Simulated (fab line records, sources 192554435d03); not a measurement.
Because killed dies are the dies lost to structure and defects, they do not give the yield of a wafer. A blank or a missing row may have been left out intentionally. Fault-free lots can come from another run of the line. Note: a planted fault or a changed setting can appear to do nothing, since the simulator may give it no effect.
fab line records    flow n5_finfet
[record] lots = 4  wafers = 12  last_day = 17
route steps=1938 shown MOL_CONTACT_COAG@533 BEOL_M4@1111 PASSIVATION@1936
lots untouched by any fault: they come from a run of this same line in which no faults occurred
start_h: start of the lot's first displayed wafer, in hours after the record's first day    wait_h: hours from the lot's prior step to this one    " as in the row above    L1.1+2: one row covering several wafers at once    - value missing, or start not given    * or withheld: withheld    < > ~ a bound
route shown NAME@n: a module of which the file shows steps, and the number in the route of the first    usual: average and standard deviation across the fault-free wafers    same: alike in all rows    chamber/n: place in a boat    sites: each site's reading    _std_site: standard deviation across them    _edge_site: outer sites' mean less inner sites'    radius_mm: how far each site lies from the wafer's centre    mask NAME#n: copy n    behind: the tool/chamber that last shaped the wafer    hold: reason for holding the lot/hours on hold/outcome of the hold    device: the n, p or np transistor that did not switch    end of line: tests run on the same wafers once the route is complete    a step without rows: its recipe alone    killed: the dies lost at the first sort to structure and to defects; this is not the yield of the wafer    map: dies across one wafer; x = killed, . = not, _ = none there
set.NAME: the setting as run; set.NAME@STEP: as run at that earlier step    model.NAME: the simulator's own value behind a step, which no gauge read
lots at some steps of the route; a table a step, a row a wafer
[[steps]]
[step N5_MOL_CONTACT_COAG_STRIP_107]
[recipe] chemistry = N2/H2  temp_c = 40  n2_flow_sccm = 200  h2_flow_sccm = 200  rf_frequency_hz = 6e+07
[step N5_MOL_CONTACT_COAG_STRIP_108]
[recipe] chemistry = N2/H2  temp_c = 40  n2_flow_sccm = 200  h2_flow_sccm = 200  rf_frequency_hz = 6e+07
[step N5_MOL_CONTACT_COAG_CONTACT_ETCH_14]
[recipe] chemistry = C4F6/O2  target = SiO2  target_depth_a = 275  overetch_a = 85  mask_material = SOC  pressure_mtorr = 30  source_w = 370  bias_w = 185  Ar_flow_sccm = 300  C4F6_flow_sccm = 16  O2_flow_sccm = 10  time_s = 20  ion_energy_ev = 259.6
[step N5_MOL_CONTACT_COAG_STRIP_109]
[recipe] chemistry = C4F6/O2  resist = SiARC  rf_frequency_hz = 6e+07
[step N5_MOL_CONTACT_COAG_ETCH_15]
[recipe] chemistry = CH3F/O2  target = SiNx  target_depth_a = 70  mask_material = SOC  stop_on = Si:P  over_etch_frac = 0.75  ion_energy_ev = 120  pressure_mtorr = 30  source_w = 395  bias_w = 73  Ar_flow_sccm = 150  CH3F_flow_sccm = 30  O2_flow_sccm = 20
[step N5_MOL_CONTACT_COAG_ETCH_110]
[recipe] chemistry = CF4/O2  target = Si  target_depth_a = 25  time_s = 8  pressure_mtorr = 100  source_w = 200  bias_w = 12  ion_energy_ev = 60  Ar_flow_sccm = 100  cf4_flow_sccm = 100  O2_flow_sccm = 10
[step N5_MOL_CONTACT_COAG_STRIP_98]
[recipe] chemistry = N2/H2  power_w = 500  temp_c = 40  pressure_mtorr = 50  rf_frequency_hz = 6e+07  overash_fraction = 0.3  bias_power_w = 8  h2_frac = 0.5  n2_flow_sccm = 300  h2_flow_sccm = 300
[step N5_MOL_CONTACT_COAG_IMPLANT_129]
[recipe] species = Ge  energy_kev = 3  dose_cm2 = 6e+14  tilt_deg = 0  rotation_deg = 0
[step N5_MOL_CONTACT_COAG_PRECLEAN_111]
[recipe] chemistry = NF3:NH3  afs_cycles = 1  temp_c = 30  time_s = 20  sublimation_temp_c = 180  sublimation_time_s = 60  pressure_torr = 3  rf_power_w = 30
[step N5_MOL_CONTACT_COAG_TI_SIL_19]
[recipe] material = Ti  target_thk_a = 42  temp_c = 200  chamber_pressure_pa = 5  power_w = 5000  time_s = 15
[step N5_MOL_CONTACT_COAG_ALD_20]
[recipe] material = TiN  target_thk_a = 15  temp_c = 400  ald_precursor_family = TiCl4  ald_co_reactant = NH3  pulse_time_s = 1  purge_time_s = 3  co_reactant_purge_time_s = 2  co_reactant_pulse_time_s = 2  ald_cycles = 68  pressure_torr = 3
[step N5_MOL_CONTACT_COAG_SIL_ANNEAL_21]
[recipe] temp_c = 550  time_s = 60  ambient = N2
[usual] lamp_power_pct = 6.7/0.54  lamp_zone_1_pct = 6.7/0.54  wafer_temp_C_max = 551.5/0.4
lot.wafer  tool           chamber  start_h  wait_h  lamp_power_pct  lamp_zone_1_pct  wafer_temp_C_max
L767.1     rtp_anneal-01  -        157.88   0.2     -               -                -
L767.2     "              -        "        "       -               -                -
L767.4     "              -        "        "       -               -                -
L768.1     rtp_anneal-02  -        166.86   0.2     -               -                -
L768.4     "              -        "        "       -               -                -
L768.5     "              -        "        "       -               -                -
L772.2     rtp_anneal-02  0        185.65   0.2     6.0             6.0              551.3
L772.3     "              0        "        "       6.0             6.0              550.6
L772.6     "              0        "        "       6.0             6.0              551.1
L777.1     rtp_anneal-02  0        220.45   0.2     6.0             6.0              551.5
L777.2     "              0        "        "       6.0             6.0              552.2
L777.4     "              0        "        "       6.0             6.0              552.4
[step N5_MOL_CONTACT_COAG_PRE_CLEAN_141]
[recipe] gas = H2/He  time_s = 60  temp_c = 300
[step N5_MOL_CONTACT_COAG_SPUTTER_143]
[recipe] material = Co  target_thk_a = 25  temp_c = 25  chamber_pressure_pa = 0.2
[step N5_MOL_CONTACT_COAG_CO_FILL_22]
[recipe] material = Co  target_thk_a = 200  temp_c = 200  precursor = CCTBA/H2  pressure_torr = 30
[step N5_MOL_CONTACT_COAG_ANNEAL_113]
[recipe] temp_c = 400  time_s = 300  ambient = H2/N2
[step N5_MOL_CONTACT_COAG_PRE_CLEAN_142]
[recipe] gas = H2/He  time_s = 60  temp_c = 300
[step N5_MOL_CONTACT_COAG_SPUTTER_130]
[recipe] material = Co  target_thk_a = 475  temp_c = 25  chamber_pressure_pa = 0.5  power_w = 3000
[step N5_MOL_CONTACT_COAG_PRECLEAN_125]
[recipe] chemistry = DIW  time_s = 57.5  temp_c = 23
[step N5_MOL_CONTACT_COAG_SRD_126]
[recipe] dry_time_s = 32  dry = n2_spin  spin_rpm = 1500
[step N5_MOL_CONTACT_COAG_CMP_23]
[recipe] stop_on = SiO2  t_overpolish_s = 1.5  post_cmp_clean = cu_alkaline  down_force_psi = 2  platen_rpm = 50.289  pad_velocity_m_s = 1.0006  target_thk_nm = 0
[step N5_MOL_CONTACT_COAG_WET_ETCH_26]
[recipe] target = Co  target_depth_nm = 13
[step N5_MOL_CONTACT_COAG_WET_ETCH_116]
[recipe] chemistry = SC1-inhibited  target_depth_nm = 4.6  dry = ipa_marangoni  rinse_time_s = 30  rinse_temp_c = 23
[step N5_MOL_CONTACT_COAG_ALD_27]
[recipe] material = SiOC  target_thk_a = 170  temp_c = 400  ald_precursor_family = carbosiloxane  ald_co_reactant = H2-plasma  pulse_time_s = 1.5  time_s = 2720  purge_time_s = 2  co_reactant_purge_time_s = 2  ald_cycles = 340  pressure_torr = 2
[step N5_MOL_CONTACT_COAG_CMP_28]
[recipe] stop_on = SiNx  t_overpolish_s = 0.85  post_cmp_clean = alkaline_brush  down_force_psi = 4.15  platen_rpm = 51.8  pad_velocity_m_s = 1.0307  target_thk_nm = 14.522
[step N5_MOL_CONTACT_COAG_ALD_123]
[recipe] material = SiNx  target_thk_a = 50  temp_c = 400  ald_precursor_family = SiH2I2  ald_co_reactant = N2/H2-plasma  pulse_time_s = 1  purge_time_s = 2  co_reactant_purge_time_s = 2  ald_cycles = 100  pressure_torr = 2
[step N5_MOL_CONTACT_COAG_PECVD_31]
[recipe] material = SiO2  target_thk_a = 460  temp_c = 400  precursor = TEOS/O2  pressure_torr = 6.5  rf_w = withheld  teos_flow_sccm = withheld  gas = O2  flow_sccm = 2650  time_s = 8.9
[step N5_MOL_CONTACT_COAG_COAT_75]
[recipe] resist = SOC  temp_c = 250  time_s = 60  spin_rpm = 1500  resist_thk_nm = 60
[step N5_MOL_CONTACT_COAG_COAT_76]
[recipe] resist = SiARC  temp_c = 220  time_s = 60  spin_rpm = 1500  resist_thk_nm = 10
[step N5_MOL_CONTACT_COAG_COAT_77]
[recipe] resist = underlayer  temp_c = 205  time_s = 60  spin_rpm = 1500  resist_thk_nm = 10
[step N5_MOL_CONTACT_COAG_COAT_78]
[recipe] resist = CAR-EUV  spin_rpm = 1500  resist_thk_nm = 40
[step N5_MOL_CONTACT_COAG_EBR_80]
[recipe] solvent = PGMEA  ebr_width_mm = 1.5
[step N5_MOL_CONTACT_COAG_SOFTBAKE_79]
[recipe] temp_c = 110  time_s = 60  resist = CAR-EUV
[step N5_MOL_CONTACT_COAG_EXPOSE_81]
[recipe] mask_id = VG  na = 0.33  source_shape = annular  sigma_inner = 0.3  sigma_outer = 0.7  polarization = unpolarized  defocus_nm = 0  dose_mj = 59.5
[step N5_MOL_CONTACT_COAG_PEB_82]
[recipe] peb_temp_c = 100  peb_time_s = 60  resist = CAR-EUV
[step N5_MOL_CONTACT_COAG_DEVELOP_83]
[recipe] develop_time_s = 30  developer = TMAH  resist = CAR-EUV  rinse_liquid = surfactant_rinse  dry = air_spin  dev_temp_c = 23
[step N5_BEOL_M4_RC_MEAS_101]
[usual] DIBL_N = 36.9/1.7  DIBL_P = 37.3/2.3  IOFF_N = 0.16/0.033  IOFF_P = 0.22/0.04  ION_N = 673/12  ION_P = 463/8  RC_DENSE_N = 19.1/0.41  RC_DENSE_P = 23.9/0.51  RC_N = 15.6/0.32  RC_P = 19.5/0.4  REXT_N = 75.2/1.8  REXT_P = 100.2/2.7  SS_N = 71.6/0.58  SS_P = 73.4/0.74  VT_N = 250/3.2  VT_P = -250/3.4
lot.wafer  tool       chamber  start_h  wait_h  DIBL_N[mV/V]  DIBL_P[mV/V]  IOFF_N[nA/um]  IOFF_P[nA/um]  ION_N[uA/um]  ION_P[uA/um]  RC_DENSE_N[ohm.um]  RC_DENSE_P[ohm.um]  RC_N[ohm.um]  RC_P[ohm.um]  REXT_N[ohm.um]  REXT_P[ohm.um]  SS_N[mV/dec]  SS_P[mV/dec]  VT_N[mV]  VT_P[mV]
L767.1     prober-01  0        242.29   0.0     35.9          35.8          0.13           0.19           620           433           69.7                88.3                56.5          72.5          104.4           143.1           71.4          72.4          252       -251
L767.2     "          0        "        "       38.1          37.8          0.17           0.23           626           433           69.0                87.6                56.4          70.9          105.6           143.8           70.9          73.7          248       -249
L767.4     "          0        "        "       33.1          32.9          0.10           0.15           591           425           71.2                89.9                57.7          73.4          108.5           144.5           70.3          72.1          256       -250
L768.1     prober-01  0        256.26   0.0     38.4          38.4          0.19           0.28           637           445           71.0                88.6                58.2          71.5          109.9           146.7           72.0          74.0          249       -243
L768.4     "          0        "        "       37.3          37.0          0.17           0.27           634           444           69.2                86.9                56.8          70.0          110.8           144.4           71.6          72.9          249       -244
L768.5     "          0        "        "       37.9          37.8          0.17           0.29           620           437           70.1                88.0                58.0          71.3          111.1           146.6           71.4          73.8          250       -242
L772.2     prober-02  0        267.31   0.2     34.5          35.0          0.13           0.19           674           469           18.5                23.7                15.2          19.3          74.9            99.9            71.5          73.1          253       -251
L772.3     "          0        "        "       36.7          37.1          0.17           0.23           669           458           18.6                23.7                15.1          19.3          76.1            102.4           72.0          73.7          248       -250
L772.6     "          0        "        "       34.3          34.2          0.13           0.19           662           455           19.0                24.3                15.5          19.7          76.8            102.5           71.2          73.2          251       -252
L777.1     prober-01  0        308.00   0.0     39.3          41.1          0.21           0.27           674           461           19.4                24.2                15.7          19.7          76.4            103.8           72.5          74.2          247       -250
L777.2     "          0        "        "       39.9          40.9          0.22           0.26           680           463           19.9                25.2                16.1          20.3          76.0            104.2           73.4          74.5          247       -250
L777.4     "          0        "        "       38.5          39.9          0.18           0.25           677           466           19.2                24.1                15.8          19.6          76.7            103.6           72.4          74.5          252       -249
[step N5_PASSIVATION_PROBE_49]
[usual] defect_limited_yield = 91.2/1.3  killed_at_M0_to_M3 = 34/10  killed_at_M4_up = 13/4.6  killed_at_contacts = 13/5.5  killed_at_front_end = 41/12  killed_at_other = 2.8/2.4  killed_dies = 104/16  killed_open = 67/12  killed_short = 33/7.2  sort_bin_5_function = 5.1/0.86  sort_bin_6_memory = 3.3/0.62  sort_bin_8_speed = 0.00/0.014  sort_n_pass = 1076/16  sort_yield_pct = 91.2/1.3
[same] gross_dies = 1180  killed_at_back_side = 0  sort_bin_4_leakage[%] = 0
lot.wafer  tool       chamber  start_h  wait_h  defect_limited_yield[%]  killed_at_M0_to_M3  killed_at_M4_up  killed_at_contacts  killed_at_front_end  killed_at_other  killed_dies  killed_open  killed_short  sort_bin_5_function[%]  sort_bin_6_memory[%]  sort_bin_8_speed[%]  sort_n_pass  sort_yield_pct[%]
L767.1     prober-01  -        360.47   0.9     89.9                     49                  21               16                  33                   0                119          74           35            5.3                     3.9                   43.14                552          46.8
L767.2     prober-01  -        360.52   1.0     91.2                     40                  23               10                  31                   0                104          67           32            5.7                     2.9                   14.32                907          76.9
L767.4     prober-01  -        360.62   1.1     92.4                     27                  16               14                  31                   2                90           61           24            5.7                     1.7                   91.10                15           1.3
L768.1     prober-02  -        364.53   0.0     93.1                     30                  11               13                  27                   1                82           46           32            3.9                     2.7                   0.17                 1096         92.9
L768.4     prober-02  -        364.68   0.2     92.0                     32                  10               8                   42                   2                94           62           28            5.0                     2.5                   1.78                 1065         90.3
L768.5     prober-02  -        364.73   0.2     90.6                     49                  8                12                  40                   2                111          59           49            6.1                     2.6                   22.12                808          68.5
L772.2     prober-02  -        376.33   0.1     91.9                     32                  17               10                  37                   0                96           63           29            4.5                     3.3                   0                    1084         91.9
L772.3     prober-02  -        376.38   0.1     91.7                     50                  10               10                  28                   0                98           53           43            4.9                     3.1                   0                    1082         91.7
L772.6     prober-02  -        376.53   0.3     90.4                     51                  17               12                  28                   5                113          77           28            6.3                     3.1                   0                    1067         90.4
L777.1     prober-02  -        402.11   0.0     91.9                     35                  16               9                   32                   3                95           56           34            4.8                     2.7                   0                    1085         91.9
L777.2     prober-02  -        402.16   0.1     91.8                     38                  12               8                   36                   3                97           52           37            4.9                     2.9                   0                    1083         91.8
L777.4     prober-02  -        402.26   0.2     90.4                     41                  6                17                  45                   4                113          75           33            4.7                     4.7                   0                    1067         90.4
// killed by level:class
L767.1 FIN_SAQP:geometric_particle:open=13 MOL_CONTACT_COAG:geometric_particle:open=11 BEOL_M1:geometric_particle:open=9 BEOL_M0_SAQP:geometric_particle:short=8 BEOL_M0_SAQP:geometric_particle:open=8 BEOL_M2:geometric_particle:open=8 BEOL_M4:geometric_particle:short=7 BEOL_M4:geometric_particle:open=6
L767.2 BEOL_M1:geometric_particle:open=15 FIN_SAQP:geometric_particle:open=8 BEOL_M4:geometric_particle:open=7 BEOL_M4:geometric_particle:short=7 MOL_CONTACT_COAG:geometric_particle:open=7 BEOL_M2:geometric_particle:open=6 BEOL_M3:geometric_particle:open=5 STARTING-WAFER:geometric_particle:short=4
L767.4 MOL_CONTACT_COAG:geometric_particle:open=10 BEOL_M4:geometric_particle:open=10 FIN_SAQP:geometric_particle:open=9 BEOL_M3:geometric_particle:open=7 GATE_CUT:geometric_particle:open=4 GATE_CUT:geometric_particle:short=4 BEOL_M2:geometric_particle:open=4 DUMMY_GATE:geometric_particle:open=3
L768.1 BEOL_M3:geometric_particle:open=10 MOL_CONTACT_COAG:geometric_particle:open=8 BEOL_M0_SAQP:geometric_particle:short=8 GATE_CUT:geometric_particle:short=5 MOL_CONTACT_COAG:geometric_particle:short=5 BEOL_M1:geometric_particle:open=5 BEOL_M4:geometric_particle:open=4 STARTING-WAFER:geometric_particle:short=4
L768.4 GATE_CUT:geometric_particle:short=11 BEOL_M0_SAQP:geometric_particle:open=10 BEOL_M3:geometric_particle:open=10 GATE_CUT:geometric_particle:open=8 MOL_CONTACT_COAG:geometric_particle:open=8 BEOL_M4:geometric_particle:open=6 BEOL_M0_SAQP:geometric_particle:short=4 FIN_SAQP:geometric_particle:open=3
L768.5 BEOL_M0_SAQP:geometric_particle:short=20 BEOL_M3:geometric_particle:open=11 BEOL_M0_SAQP:geometric_particle:open=10 FIN_SAQP:geometric_particle:short=9 MOL_CONTACT_COAG:geometric_particle:open=9 GATE_CUT:geometric_particle:short=6 GATE_CUT:geometric_particle:open=6 FIN_SAQP:geometric_particle:open=5
L772.2 MOL_CONTACT_COAG:geometric_particle:open=8 BEOL_M4:geometric_particle:open=8 DUMMY_GATE:geometric_particle:open=7 BEOL_M0_SAQP:geometric_particle:short=7 FIN_SAQP:geometric_particle:open=6 STI_FIN_REVEAL:geometric_particle:open=6 GATE_CUT:geometric_particle:short=6 BEOL_M0_SAQP:geometric_particle:open=6
L772.3 BEOL_M0_SAQP:geometric_particle:short=15 BEOL_M0_SAQP:geometric_particle:open=14 MOL_CONTACT_COAG:geometric_particle:open=7 BEOL_M3:geometric_particle:short=7 FIN_SAQP:geometric_particle:open=6 FIN_SAQP:geometric_particle:short=5 STI_FIN_REVEAL:geometric_particle:open=5 BEOL_M5:geometric_particle:open=4
L772.6 BEOL_M2:geometric_particle:open=12 BEOL_M3:geometric_particle:open=10 MOL_CONTACT_COAG:geometric_particle:open=9 FIN_SAQP:geometric_particle:open=8 BEOL_M0_SAQP:geometric_particle:short=8 BEOL_M1:geometric_particle:open=8 BEOL_M0_SAQP:geometric_particle:open=7 STI_FIN_REVEAL:geometric_particle:open=5
L777.1 BEOL_M0_SAQP:geometric_particle:short=8 BEOL_M2:geometric_particle:open=8 BEOL_M0_SAQP:geometric_particle:open=6 MOL_CONTACT_COAG:geometric_particle:open=6 FIN_SAQP:geometric_particle:short=5 BEOL_M4:geometric_particle:short=5 STI_FIN_REVEAL:geometric_particle:open=4 BEOL_M3:geometric_particle:open=4
L777.2 BEOL_M0_SAQP:geometric_particle:short=9 FIN_SAQP:geometric_particle:open=8 FIN_SAQP:geometric_particle:short=8 BEOL_M2:geometric_particle:open=7 MOL_CONTACT_COAG:geometric_particle:open=6 BEOL_M0_SAQP:geometric_particle:open=6 ILD0:geometric_particle:short=5 BEOL_M1:geometric_particle:open=4
L777.4 FIN_SAQP:geometric_particle:open=21 MOL_CONTACT_COAG:geometric_particle:open=14 BEOL_M0_SAQP:geometric_particle:short=9 FIN_SAQP:geometric_particle:short=7 STI_FIN_REVEAL:geometric_particle:open=7 BEOL_M0_SAQP:geometric_particle:open=6 BEOL_M2:geometric_particle:open=6 BEOL_M3:geometric_particle:open=5
// map L767.1 (x killed, . not)
_________________............________________
______________.................._____________
___________..................x..x..__________
__________.......x..............x..._________
________.x.........................x.._______
_______.............x.x....x..x........______
______.x.......x......x....xx.....x...x._____
_____..x..x.............x.......x........____
____.......x...............x...x....x.....___
___.........x..x...........................__
___....x....................x..x........x..__
__............................xx.........x.._
__......x...........x....x.x..x............._
_..........x..............................x..
_.........x...........x....................x.
_..........................x......x..........
_.................x.......................xxx
_..x....x....x.x....x..x..........x........x.
_....xx.......x.x............................
_.................x.....x.........x....x.....
_........x..x..............x.x...........x.x.
__....x................x..............x....._
__x.......x.........x..x..................x._
___x........x..x...x..................x.x..__
___.xx.......x.....x.......................__
____..x.xx................................___
_____.x..........................x......x____
______.x.x...x................x..x......_____
_______................................______
________...x.........x........x......._______
__________.........x..x..x......x..._________
___________x.............xx..x.xx..__________
______________x..............x.._____________
_________________x....xx.....________________
// map L768.5 (x killed, . not)
_________________...x......x.________________
______________........x........._____________
___________..........x.............__________
__________...x...x.......x.........._________
________.......x......................_______
_______x............x..x..x...x.......x______
______....................x.xx.........._____
_____...............x.................x..____
____....x..x...............x.............x___
___........................................__
___.....x................xx..............x.__
__x..................................x......_
__.x..........x............x.........x......_
_...................x........................
_...x........xx..........x.xx................
_.x...............x..x...x.x....x............
_......xxx........x...x...x....xx............
_.......................x....................
_...x............xx..................x.......
_.............x....x....................x..x.
_....xx...x..............x..x................
__.x..x....................................._
__..................................xx..x..._
___x......x...x..x..x...x...xxx............__
___....x.........x....x................x...__
____.......x.....x...........x......x.....___
_____.....x....x.......x.................____
______...........................x...x.._____
_______...x........x....x..........x...______
________..x.x........................x_______
__________.....x................x..._________
___________.x......xx.x............__________
______________........x......x.._____________
_________________......x.....________________
[[key]]
[first_sign] step = N5_MOL_CONTACT_COAG_SIL_ANNEAL_21  reading = tool_record  direction = missing
[effect] step = N5_BEOL_M4_RC_MEAS_101  reading = RC_N  direction = up  sigmas = 99+  usual = 15.6  struck = 57.3
[effect] step = N5_BEOL_M4_RC_MEAS_101  reading = RC_P  direction = up  sigmas = 99+  usual = 19.5  struck = 71.6
[effect] step = N5_BEOL_M4_RC_MEAS_101  reading = RC_DENSE_P  direction = up  sigmas = 99+  usual = 23.9  struck = 88.2
[effect] step = N5_BEOL_M4_RC_MEAS_101  reading = RC_DENSE_N  direction = up  sigmas = 99+  usual = 19.1  struck = 70.1
[effect] step = N5_BEOL_M4_RC_MEAS_101  reading = REXT_N  direction = up  sigmas = 18  usual = 75.2  struck = 108.4
[effect] step = N5_BEOL_M4_RC_MEAS_101  reading = REXT_P  direction = up  sigmas = 16  usual = 100.2  struck = 144.9
[effect] step = N5_BEOL_M4_RC_MEAS_101  reading = ION_N  direction = down  sigmas = 4.4  usual = 673  struck = 621
[effect] step = N5_BEOL_M4_RC_MEAS_101  reading = ION_P  direction = down  sigmas = 3.4  usual = 463  struck = 436
[effect] step = N5_PASSIVATION_PROBE_49  reading = sort_bin_8_speed  direction = up  sigmas = 99+  usual = 0.00  struck = 28.77
met_at N5_MOL_CONTACT_COAG_SIL_ANNEAL_21
struck_wafers L767.1,L767.2,L767.4,L768.1,L768.4,L768.5
[fault] kind = skipped_step_whole  tool = rtp_anneal-01,rtp_anneal-02  chamber = -  onset_h = 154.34  steps = N5_MOL_CONTACT_COAG_SIL_ANNEAL_21  scope = struck_lots_only
